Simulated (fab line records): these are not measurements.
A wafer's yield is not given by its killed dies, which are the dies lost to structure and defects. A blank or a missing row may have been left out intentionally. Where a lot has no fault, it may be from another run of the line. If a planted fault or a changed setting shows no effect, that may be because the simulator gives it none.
The tool behind it: which one? | flow n5Finfet | 23 lots with 69 wafers sampled at 6 steps, on a route of 1938 steps

== WHAT EACH GAUGE READ, for each wafer ==
N5_BEOL_M13_OVL_MEAS_29. Usual: M13_OVL typically reads 4 nm, with standard deviation 4.8.
lot  | measured     | on         | M13_OVL (nm) | flag
L074 | day 12 10:38 | overlay-02 | 5 9 2        | 
L076 | day 12 11:16 | overlay-01 | 12 9 14      | 
L075 | day 12 11:59 | overlay-01 | 10 6 8       | 
L078 | day 12 18:28 | overlay-01 | 3 10 3       | 
L077 | day 12 18:18 | overlay-02 | 2 8 2        | 
L079 | day 13 16:27 | overlay-01 | 0 4 1        | 
L081 | day 13 17:19 | overlay-01 | 10 11 8      | 
L080 | day 13 22:24 | overlay-02 | 1 -3 -3      | 
L082 | day 14 02:30 | overlay-02 | 0 0 -4       | 
L083 | day 14 04:31 | overlay-02 | 3 10 3       | 
L084 | day 14 10:19 | overlay-02 | -2 -1 1      | 
L085 | day 14 22:30 | overlay-01 | 0 3 10       | 
L089 | day 15 18:12 | overlay-02 | 7 5 3        | 
L088 | day 15 23:41 | overlay-02 | -2 -3 3      | 
L091 | day 16 03:05 | overlay-01 | -2 7 -7      | 
L087 | day 16 03:20 | overlay-02 | -1 -1 3      | 
L090 | day 16 20:37 | overlay-01 | 14 1 6       | 
L092 | day 16 23:49 | overlay-02 | 5 4 2        | 
L095 | day 17 15:24 | overlay-01 | 14 2 11      | 
L094 | day 17 17:58 | overlay-02 | 8 7 1        | 
L093 | day 17 18:43 | overlay-02 | 2 6 5        | 
L096 | day 18 10:19 | overlay-02 | 2 0 5        | 
L097 | day 18 19:30 | overlay-02 | 3 9 3        | 

N5_BEOL_M14_OVL_MEAS_11. Usual: V13_OVL typically reads 2 nm, with standard deviation 5.2.
lot  | measured     | on         | V13_OVL (nm) | flag
L074 | day 12 15:58 | overlay-02 | 1 -3 -1      | 
L076 | day 12 16:08 | overlay-01 | -1 1 -1      | 
L075 | day 12 15:35 | overlay-01 | 6 5 7        | 
L078 | day 13 00:44 | overlay-01 | -8 -4 1      | 
L077 | day 13 00:28 | overlay-02 | -2 3 -12     | 
L079 | day 13 20:11 | overlay-01 | 4 7 6        | 
L081 | day 13 21:58 | overlay-01 | 2 -1 4       | 
L080 | day 14 02:14 | overlay-02 | -7 2 1       | 
L082 | day 14 05:58 | overlay-02 | 3 4 4        | 
L083 | day 14 09:02 | overlay-02 | -4 12 7      | 
L084 | day 14 13:30 | overlay-02 | 7 10 6       | 
L085 | day 15 07:40 | overlay-01 | 3 8 7        | 
L089 | day 15 21:28 | overlay-01 | 6 4 3        | 
L088 | day 16 08:02 | overlay-01 | 14 11 4      | 
L091 | day 16 08:14 | overlay-02 | 5 2 -5       | 
L087 | day 16 11:05 | overlay-01 | 13 5 3       | 
L090 | day 17 01:41 | overlay-01 | 2 5 3        | 
L092 | day 17 06:03 | overlay-01 | 5 -1 1       | 
L095 | day 17 21:25 | overlay-01 | 0 -1 -4      | 
L094 | day 17 23:55 | overlay-02 | 4 1 -1       | 
L093 | day 17 23:29 | overlay-01 | 2 11 5       | 
L096 | day 18 14:53 | overlay-01 | 2 7 17       | 
L097 | day 19 04:14 | overlay-01 | 0 -5 -1      | 

== TOOL THAT RAN EACH LOT (tool first, then ch and the chambers of the sampled wafers, then the start) ==
lot  | N5_BEOL_M13_VIA_ETCH_16           | N5_BEOL_M13_ETCH_67               | N5_BEOL_M13_ETCH_68               | N5_BEOL_M13_SPUTTER_44
L074 | rieDiel-06 ch 1,2, day 12 09:50   | rieDiel-06 ch 0,2, day 12 10:44   | rieDiel-06 ch 0,2, day 12 10:53   | pvdSputter-02, day 12 14:07
L076 | rieDiel-02 ch 0,1, day 12 10:20   | rieDiel-06 ch 0,2, day 12 11:22   | rieDiel-06 ch 0,2, day 12 11:30   | pvdSputter-03, day 12 14:13
L075 | rieDiel-02 ch 2,3, day 12 11:11   | rieDiel-01 ch 0,3, day 12 12:04   | rieDiel-01 ch 0,3, day 12 12:13   | pvdSputter-02, day 12 13:43
L078 | rieDiel-02 ch 1,2, day 12 17:31   | rieDiel-06 ch 1,2, day 12 18:34   | rieDiel-06 ch 1,2, day 12 18:43   | pvdSputter-02, day 12 22:54
L077 | rieDiel-01 ch 0,1,2, day 12 17:36 | rieDiel-02 ch 0,2,3, day 12 18:23 | rieDiel-02 ch 0,2,3, day 12 18:32 | pvdSputter-01, day 12 22:40
L079 | rieDiel-06 ch 1,2, day 13 15:32   | rieDiel-01 ch 0,1, day 13 16:33   | rieDiel-01 ch 0,1, day 13 16:41   | pvdSputter-03, day 13 18:31
L081 | rieDiel-06 ch 0,1,3, day 13 16:31 | rieDiel-01 ch 0,3, day 13 17:34   | rieDiel-01 ch 0,3, day 13 17:42   | pvdSputter-02, day 13 20:04
L080 | rieDiel-01 ch 0,2,3, day 13 21:28 | rieDiel-01 ch 0,3, day 13 22:29   | rieDiel-01 ch 0,3, day 13 22:38   | pvdSputter-03, day 14 00:34
L082 | rieDiel-01 ch 0,2, day 14 01:42   | rieDiel-02 ch 0,3, day 14 02:36   | rieDiel-02 ch 0,3, day 14 02:44   | pvdSputter-02, day 14 03:53
L083 | rieDiel-02 ch 2,3, day 14 03:43   | rieDiel-02 ch 0,2,3, day 14 04:37 | rieDiel-02 ch 0,2,3, day 14 04:46 | pvdSputter-02, day 14 07:06
L084 | rieDiel-01 ch 0,3, day 14 09:23   | rieDiel-06 ch 0,2,3, day 14 10:25 | rieDiel-06 ch 0,2,3, day 14 10:33 | pvdSputter-01, day 14 11:42
L085 | rieDiel-06 ch 1,2, day 14 21:42   | rieDiel-01 ch 0,1, day 14 22:51   | rieDiel-01 ch 0,1, day 14 23:00   | pvdSputter-03, day 15 05:45
L089 | rieDiel-01 ch 2,3, day 15 17:17   | rieDiel-02 ch 1,3, day 15 18:17   | rieDiel-02 ch 1,3, day 15 18:26   | pvdSputter-02, day 15 19:41
L088 | rieDiel-02 ch 0,2,3, day 15 22:44 | rieDiel-06 ch 1,2,3, day 15 23:47 | rieDiel-06 ch 1,2,3, day 15 23:55 | pvdSputter-02, day 16 06:02
L091 | rieDiel-02 ch 0,1,3, day 16 02:15 | rieDiel-02 ch 0,1,3, day 16 03:10 | rieDiel-02 ch 0,1,3, day 16 03:19 | pvdSputter-01, day 16 06:26
L087 | rieDiel-06 ch 1,2,3, day 16 02:25 | rieDiel-01 ch 0,2, day 16 03:26   | rieDiel-01 ch 0,2, day 16 03:35   | pvdSputter-01, day 16 09:25
L090 | rieDiel-01 ch 0,1,3, day 16 19:40 | rieDiel-06 ch 0,1,3, day 16 20:43 | rieDiel-06 ch 0,1,3, day 16 20:52 | pvdSputter-03, day 16 23:37
L092 | rieDiel-06 ch 2,3, day 16 22:58   | rieDiel-01 ch 1,2,3, day 16 23:54 | rieDiel-01 ch 1,2,3, day 17 00:03 | pvdSputter-01, day 17 03:15
L095 | rieDiel-06 ch 1,2,3, day 17 14:28 | rieDiel-06 ch 0,1,2, day 17 15:29 | rieDiel-06 ch 0,1,2, day 17 15:38 | pvdSputter-03, day 17 18:29
L094 | rieDiel-01 ch 0,1,3, day 17 17:02 | rieDiel-02 ch 0,3, day 17 18:04   | rieDiel-02 ch 0,3, day 17 18:13   | pvdSputter-03, day 17 21:13
L093 | rieDiel-06 ch 0,1,3, day 17 17:47 | rieDiel-02 ch 0,2,3, day 17 18:49 | rieDiel-02 ch 0,2,3, day 17 18:58 | pvdSputter-02, day 17 21:11
L096 | rieDiel-01 ch 1,2,3, day 18 09:22 | rieDiel-02 ch 0,1,3, day 18 10:24 | rieDiel-02 ch 0,1,3, day 18 10:33 | pvdSputter-01, day 18 13:13
L097 | rieDiel-01 ch 1,2,3, day 18 18:42 | rieDiel-01 ch 1,2,3, day 18 19:35 | rieDiel-01 ch 1,2,3, day 18 19:44 | pvdSputter-01, day 19 02:34
- N5_BEOL_M13_VIA_ETCH_16: etches SiOC in C4F8/O2/Ar, target depth 921.7 nm.
- N5_BEOL_M13_ETCH_67: etches SiARC in CF4, target depth 143 nm, time 238.3 s.
- N5_BEOL_M13_ETCH_68: etches SOC in N2/H2, time 355 s.
- N5_BEOL_M13_SPUTTER_44: material Ta, target thk 10 nm, time 16.13 s.

== AS READ BY THE TOOLS THEMSELVES (means over the sampled wafers that have a number; for cases with no such wafer, the mark the record gives instead) ==
N5_BEOL_M13_VIA_ETCH_16. Usual: for biasW, 700.2 W with a standard deviation of 2.1; for drypumpMotorCurrentA, 6.0 A with a standard deviation of 0.44; for oesProductAu, 0.72 a.u. with a standard deviation of 0.093; for rfFwdPowerW, 2995 W with a standard deviation of 9.5; for rfVppV, 664 V with a standard deviation of 4.2; for showerheadPlenumPTorr, 3.37 Torr with a standard deviation of 0.14; for throttleValvePct, 24.18 % with a standard deviation of 0.25.
lot  | tool       | biasW (W) | drypumpMotorCurrentA (A) | oesProductAu (a.u.) | rfFwdPowerW (W) | rfVppV (V) | showerheadPlenumPTorr (Torr) | throttleValvePct (%) | flag
L074 | rieDiel-06 | 703.3     | 5.7                      | 0.66                | 2982            | 665        | 3.40                         | 24.18                | 
L076 | rieDiel-02 | 699.3     | 6.3                      | 0.76                | 2996            | 670        | 3.59                         | 23.96                | 
L075 | rieDiel-02 | 700.4     | 6.4                      | 0.65                | 2993            | 660        | 3.23                         | 24.53                | 
L078 | rieDiel-02 | 702.3     | 6.3                      | 0.67                | 2995            | 662        | 3.30                         | 24.29                | 
L077 | rieDiel-01 | 700.4     | 5.6                      | 0.64                | 3002            | 665        | 3.38                         | 24.49                | 
L079 | rieDiel-06 | 699.7     | 5.7                      | 0.65                | 2998            | 666        | 3.39                         | 24.19                | 
L081 | rieDiel-06 | 699.7     | 6.2                      | 0.80                | 3003            | 664        | 3.36                         | 23.95                | 
L080 | rieDiel-01 | 699.8     | 5.9                      | 0.74                | 2996            | 665        | 3.38                         | 24.22                | 
L082 | rieDiel-01 | 699.0     | 5.7                      | 0.64                | 2989            | 664        | 3.38                         | 24.46                | 
L083 | rieDiel-02 | 699.7     | 6.4                      | 0.64                | 2997            | 660        | 3.23                         | 24.54                | 
L084 | rieDiel-01 | 699.2     | 6.2                      | 0.80                | 2981            | 664        | 3.36                         | 24.13                | 
L085 | rieDiel-06 | 699.9     | 5.7                      | 0.64                | 2984            | 665        | 3.39                         | 24.21                | 
L089 | rieDiel-01 | 701.9     | 5.7                      | 0.73                | 2993            | 664        | 3.40                         | 24.13                | 
L088 | rieDiel-02 | 700.0     | 6.6                      | 0.68                | 2995            | 663        | 3.34                         | 24.28                | 
L091 | rieDiel-02 | 701.0     | 6.2                      | 0.67                | 2994            | 667        | 3.46                         | 24.25                | 
L087 | rieDiel-06 | 699.0     | 6.1                      | 0.71                | 2995            | 665        | 3.41                         | 24.11                | 
L090 | rieDiel-01 | 698.5     | 5.9                      | 0.85                | 2999            | 663        | 3.35                         | 24.17                | 
L092 | rieDiel-06 | 702.4     | 6.0                      | 0.68                | 3001            | 669        | 3.53                         | 24.18                | 
L095 | rieDiel-06 | 700.3     | 6.1                      | 0.70                | 2992            | 665        | 3.41                         | 24.13                | 
L094 | rieDiel-01 | 700.4     | 5.9                      | 0.83                | 2999            | 665        | 3.35                         | 24.18                | 
L093 | rieDiel-06 | 701.8     | 6.2                      | 0.75                | 3006            | 663        | 3.35                         | 23.99                | 
L096 | rieDiel-01 | 700.0     | 5.8                      | 0.76                | 2999            | 663        | 3.37                         | 24.21                | 
L097 | rieDiel-01 | 700.3     | 5.7                      | 0.75                | 2995            | 664        | 3.37                         | 24.22                | 

N5_BEOL_M13_ETCH_67. Usual: biasW 36.01 W, standard deviation 0.12; drypumpMotorCurrentA 6.1 A, standard deviation 0.45; etchRfOnTimeS 241 s, standard deviation 4.7; oesProductAu 0.67 a.u., standard deviation 0.09; rfFwdPowerW 543.3 W, standard deviation 1.6; rfVppV 183.8 V, standard deviation 1.4; showerheadPlenumPTorr 2.12 Torr, standard deviation 0.092; throttleValvePct 15.6 %, standard deviation 0.31.
lot  | tool       | biasW (W) | drypumpMotorCurrentA (A) | etchRfOnTimeS (s) | oesProductAu (a.u.) | rfFwdPowerW (W) | rfVppV (V) | showerheadPlenumPTorr (Torr) | throttleValvePct (%) | flag
L074 | rieDiel-06 | 35.97     | 5.7                      | 246               | 0.66                | 544.7           | 184.9      | 2.18                         | 15.6                 | 
L076 | rieDiel-06 | 35.91     | 5.9                      | 240               | 0.73                | 543.5           | 183.9      | 2.14                         | 15.4                 | 
L075 | rieDiel-01 | 36.06     | 6.2                      | 245               | 0.58                | 543.0           | 183.6      | 2.11                         | 15.9                 | 
L078 | rieDiel-06 | 36.08     | 5.9                      | 246               | 0.63                | 544.0           | 183.6      | 2.05                         | 15.6                 | 
L077 | rieDiel-02 | 36.00     | 6.6                      | 239               | 0.67                | 543.1           | 183.7      | 2.09                         | 15.6                 | 
L079 | rieDiel-01 | 36.09     | 5.6                      | 240               | 0.58                | 543.8           | 183.7      | 2.11                         | 16.2                 | 
L081 | rieDiel-01 | 35.96     | 6.2                      | 237               | 0.77                | 543.5           | 183.7      | 2.11                         | 15.5                 | 
L080 | rieDiel-01 | 36.11     | 6.0                      | 237               | 0.68                | 541.8           | 183.6      | 2.12                         | 15.8                 | 
L082 | rieDiel-02 | 35.95     | 6.4                      | 243               | 0.64                | 542.4           | 184.1      | 2.11                         | 15.8                 | 
L083 | rieDiel-02 | 35.99     | 6.5                      | 241               | 0.66                | 543.8           | 183.6      | 2.09                         | 15.6                 | 
L084 | rieDiel-06 | 35.99     | 6.1                      | 241               | 0.72                | 543.5           | 184.6      | 2.19                         | 15.5                 | 
L085 | rieDiel-01 | 36.08     | 5.8                      | 242               | 0.66                | 542.4           | 184.1      | 2.12                         | 16.0                 | 
L089 | rieDiel-02 | 36.01     | 6.0                      | 244               | 0.59                | 542.1           | 183.7      | 2.10                         | 15.9                 | 
L088 | rieDiel-06 | 35.98     | 6.1                      | 245               | 0.67                | 544.9           | 183.6      | 2.14                         | 15.6                 | 
L091 | rieDiel-02 | 36.10     | 6.2                      | 242               | 0.63                | 543.1           | 184.0      | 2.17                         | 15.6                 | 
L087 | rieDiel-01 | 36.09     | 5.7                      | 239               | 0.75                | 544.0           | 183.7      | 2.12                         | 15.6                 | 
L090 | rieDiel-06 | 36.19     | 6.2                      | 240               | 0.72                | 541.9           | 183.6      | 2.10                         | 15.4                 | 
L092 | rieDiel-01 | 35.92     | 5.8                      | 236               | 0.74                | 542.8           | 183.5      | 2.11                         | 15.6                 | 
L095 | rieDiel-06 | 36.06     | 5.9                      | 245               | 0.64                | 544.1           | 183.1      | 2.08                         | 15.6                 | 
L094 | rieDiel-02 | 36.00     | 6.4                      | 243               | 0.62                | 541.8           | 182.8      | 2.10                         | 15.8                 | 
L093 | rieDiel-02 | 36.00     | 6.6                      | 243               | 0.63                | 542.6           | 183.3      | 2.08                         | 15.7                 | 
L096 | rieDiel-02 | 35.94     | 6.2                      | 241               | 0.62                | 543.5           | 185.3      | 2.16                         | 15.7                 | 
L097 | rieDiel-01 | 35.95     | 5.7                      | 236               | 0.71                | 542.2           | 184.9      | 2.11                         | 15.6                 | 

N5_BEOL_M13_ETCH_68. Usual: for biasW, 350.0 W with a standard deviation of 1.1; for drypumpMotorCurrentA, 6.1 A with a standard deviation of 0.45; for oesProductAu, 0.79 a.u. with a standard deviation of 0.11; for rfFwdPowerW, 2995 W with a standard deviation of 10; for rfVppV, 523 V with a standard deviation of 3.4; for showerheadPlenumPTorr, 2.51 Torr with a standard deviation of 0.12; for throttleValvePct, 17.8 % with a standard deviation of 0.32.
lot  | tool       | biasW (W) | drypumpMotorCurrentA (A) | oesProductAu (a.u.) | rfFwdPowerW (W) | rfVppV (V) | showerheadPlenumPTorr (Torr) | throttleValvePct (%) | flag
L074 | rieDiel-06 | 349.6     | 5.7                      | 0.79                | 2989            | 527        | 2.58                         | 17.7                 | 
L076 | rieDiel-06 | 350.6     | 5.9                      | 0.87                | 2990            | 523        | 2.54                         | 17.5                 | 
L075 | rieDiel-01 | 350.8     | 6.2                      | 0.68                | 2985            | 523        | 2.50                         | 18.1                 | 
L078 | rieDiel-06 | 349.5     | 5.9                      | 0.74                | 3009            | 520        | 2.44                         | 17.7                 | 
L077 | rieDiel-02 | 350.6     | 6.6                      | 0.79                | 2990            | 523        | 2.48                         | 17.8                 | 
L079 | rieDiel-01 | 350.0     | 5.7                      | 0.68                | 2980            | 522        | 2.50                         | 18.3                 | 
L081 | rieDiel-01 | 349.5     | 6.2                      | 0.91                | 3003            | 523        | 2.50                         | 17.7                 | 
L080 | rieDiel-01 | 348.8     | 6.0                      | 0.80                | 2987            | 523        | 2.50                         | 18.0                 | 
L082 | rieDiel-02 | 351.6     | 6.4                      | 0.74                | 2991            | 524        | 2.50                         | 18.0                 | 
L083 | rieDiel-02 | 350.6     | 6.6                      | 0.77                | 3001            | 523        | 2.48                         | 17.8                 | 
L084 | rieDiel-06 | 350.2     | 6.1                      | 0.85                | 2999            | 526        | 2.61                         | 17.6                 | 
L085 | rieDiel-01 | 350.0     | 5.8                      | 0.78                | 2993            | 523        | 2.50                         | 18.1                 | 
L089 | rieDiel-02 | 350.0     | 6.0                      | 0.69                | 2998            | 522        | 2.48                         | 18.2                 | 
L088 | rieDiel-06 | 350.0     | 6.1                      | 0.79                | 2998            | 524        | 2.55                         | 17.8                 | 
L091 | rieDiel-02 | 351.0     | 6.1                      | 0.75                | 3000            | 524        | 2.57                         | 17.8                 | 
L087 | rieDiel-01 | 349.6     | 5.7                      | 0.88                | 2993            | 523        | 2.51                         | 17.8                 | 
L090 | rieDiel-06 | 349.8     | 6.2                      | 0.84                | 2994            | 522        | 2.51                         | 17.6                 | 
L092 | rieDiel-01 | 348.8     | 5.8                      | 0.86                | 2998            | 523        | 2.51                         | 17.8                 | 
L095 | rieDiel-06 | 351.2     | 5.9                      | 0.75                | 3003            | 522        | 2.47                         | 17.7                 | 
L094 | rieDiel-02 | 350.1     | 6.4                      | 0.73                | 2987            | 522        | 2.49                         | 18.1                 | 
L093 | rieDiel-02 | 349.9     | 6.5                      | 0.74                | 3002            | 522        | 2.47                         | 17.9                 | 
L096 | rieDiel-02 | 349.8     | 6.2                      | 0.73                | 2993            | 525        | 2.56                         | 17.9                 | 
L097 | rieDiel-01 | 349.9     | 5.7                      | 0.84                | 2990            | 523        | 2.50                         | 17.8                 | 

N5_BEOL_M13_SPUTTER_44. Usual: throttleValvePct 30.0 %, standard deviation 0.98.
lot  | tool          | throttleValvePct (%) | flag
L074 | pvdSputter-02 | 30.4                 | 
L076 | pvdSputter-03 | 29.9                 | 
L075 | pvdSputter-02 | 29.6                 | 
L078 | pvdSputter-02 | 29.2                 | 
L077 | pvdSputter-01 | 30.8                 | 
L079 | pvdSputter-03 | 30.0                 | 
L081 | pvdSputter-02 | 29.7                 | 
L080 | pvdSputter-03 | 29.9                 | 
L082 | pvdSputter-02 | 29.5                 | 
L083 | pvdSputter-02 | 30.0                 | 
L084 | pvdSputter-01 | 30.2                 | 
L085 | pvdSputter-03 | 29.1                 | 
L089 | pvdSputter-02 | 29.7                 | 
L088 | pvdSputter-02 | 29.7                 | 
L091 | pvdSputter-01 | 30.4                 | 
L087 | pvdSputter-01 | 31.1                 | 
L090 | pvdSputter-03 | 29.5                 | 
L092 | pvdSputter-01 | 31.6                 | 
L095 | pvdSputter-03 | 29.5                 | 
L094 | pvdSputter-03 | 29.3                 | 
L093 | pvdSputter-02 | 29.3                 | 
L096 | pvdSputter-01 | 30.4                 | 
L097 | pvdSputter-01 | 30.7                 | 

== THE ANSWER, worked out from the rows above alone ==
Rule: a lot counts as off when the mean over its wafers that have a number is more than 3 standard deviations away from the usual mean. Also off: a lot with no number at a reading for which 4 or more lots have one. Any other lot the step has rows for is counted as sound. The gauges are gone through in route order, then the tools' own readings, and for those a lot's mean is taken as printed above. The first step at which some lot is off is used, and at that step the reading that is off furthest; a lot without a number counts as furthest.
Across all readings shown, no lot is off: no conclusion can be drawn from this.

== WHAT THE SIMULATOR PUT IN ==
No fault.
